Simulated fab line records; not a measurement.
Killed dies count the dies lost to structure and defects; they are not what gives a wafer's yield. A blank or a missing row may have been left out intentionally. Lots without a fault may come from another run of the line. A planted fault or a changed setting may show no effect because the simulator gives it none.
Matching of chambers + flow nandHarc + 4 sister chambers for NHARC_P_STI_DESCUM_14 on rieDiel-03
The step chemistry O2, time 3 s. 4 wafers are shown with their chamber, then 11 later ones without.

## EACH WAFER AND ITS CHAMBER
| wafer  | chamber | drypumpMotorCurrentA (A) |
|--------|---------|--------------------------|
| L083.5 | 2       | 5.7                      |
| L084.1 | 3       | 5.6                      |
| L084.6 | 0       | 6.3                      |
| L090.1 | 1       | 5.7                      |

## WAFERS WITH NO CHAMBER GIVEN
| wafer  | drypumpMotorCurrentA (A) |
|--------|--------------------------|
| L090.3 | 5.8                      |
| L090.6 | 5.8                      |
| L094.1 | 5.6                      |
| L094.4 | 5.7                      |
| L094.6 | 5.7                      |
| L096.3 | 5.6                      |
| L096.5 | 5.7                      |
| L096.6 | 5.8                      |
| L097.1 | 5.5                      |
| L097.2 | 6.3                      |
| L097.6 | 5.7                      |

## WHICH CHAMBER EACH ONE RAN IN
| wafer  | from the rows above          | in truth |
|--------|------------------------------|----------|
| L090.3 | can't be placed: 1 or 2 or 3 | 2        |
| L090.6 | can't be placed: 1 or 2 or 3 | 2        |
| L094.1 | can't be placed: 3 or 1 or 2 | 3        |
| L094.4 | can't be placed: 1 or 2 or 3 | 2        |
| L094.6 | can't be placed: 1 or 2 or 3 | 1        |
| L096.3 | can't be placed: 3 or 1 or 2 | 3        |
| L096.5 | can't be placed: 1 or 2 or 3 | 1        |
| L096.6 | can't be placed: 1 or 2 or 3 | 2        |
| L097.1 | can't be placed: 3 or 1 or 2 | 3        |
| L097.2 | 0                            | 0        |
| L097.6 | can't be placed: 1 or 2 or 3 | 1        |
Correct placement for 1 of the 11. Can't be placed from these rows: 10 (the true chamber is among the candidates in 10). Number placed wrongly: 0.
How it was worked out, from the rows above alone: a wafer's distance from a chamber is the root of the sum, over the readings, of the square of ((its reading less the chamber's mean) divided by the reading's scatter). The wafer belongs to the nearest chamber; if the next one is less than 2 further off, it can't be placed. A chamber's mean is the mean of its shown wafers. The scatter (one wafer shown for each chamber): square how far every hidden wafer sits from the nearest shown wafer, average those squares and take the square root.
